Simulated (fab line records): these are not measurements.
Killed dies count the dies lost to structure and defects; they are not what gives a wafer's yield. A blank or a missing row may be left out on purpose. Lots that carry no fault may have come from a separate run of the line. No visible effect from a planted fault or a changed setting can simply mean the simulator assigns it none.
Matching of chambers + flow n5 finfet + 4 sister chambers for N5_GATE_CUT_CMP_02 on cmp-04
The step polishes, stops on SiO2, t overpolish 12.7 s, target thk 0 nm. 4 wafers are shown with their chamber, then 9 later ones without.

## WAFERS PAIRED WITH THEIR CHAMBERS
| wafer  | chamber | motor current A (A) |
|--------|---------|---------------------|
| L080.6 | 2       | 8.0                 |
| L083.1 | 0       | 10.4                |
| L083.4 | 1       | 8.6                 |
| L083.5 | 3       | 6.9                 |

## WAFERS WITH NO CHAMBER GIVEN
| wafer  | motor current A (A) |
|--------|---------------------|
| L086.3 | 7.3                 |
| L086.4 | 8.4                 |
| L086.5 | 10.3                |
| L091.2 | 9.9                 |
| L091.3 | 7.5                 |
| L091.4 | 8.6                 |
| L094.1 | 7.3                 |
| L094.4 | 9.8                 |
| L094.6 | 8.6                 |

## THE CHAMBER EACH PASSED THROUGH
| wafer  | from the rows above          | in truth |
|--------|------------------------------|----------|
| L086.3 | can't be placed: 3 or 2      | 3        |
| L086.4 | can't be placed: 1 or 2      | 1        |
| L086.5 | 0                            | 0        |
| L091.2 | 0                            | 0        |
| L091.3 | can't be placed: 2 or 3 or 1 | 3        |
| L091.4 | can't be placed: 1 or 2      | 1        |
| L094.1 | can't be placed: 3 or 2      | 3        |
| L094.4 | can't be placed: 0 or 1      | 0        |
| L094.6 | can't be placed: 1 or 2      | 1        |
Correct placement for 2 of the 9. Not placeable from these rows: 7 (in 7, the candidates include the true chamber). Placed wrongly: 0.
How it was worked out, from the rows above alone: a wafer's distance from a chamber is the root of the sum, over the readings, of the square of ((its reading less the chamber's mean) divided by the reading's scatter). If the next closest chamber is less than 2 further off than the closest, the wafer can't be placed; otherwise it belongs to the closest. For every chamber, the mean is computed from those of its wafers that are shown. The scatter: root of mean squared gap, hidden wafer to nearest shown wafer, with one shown wafer a chamber.
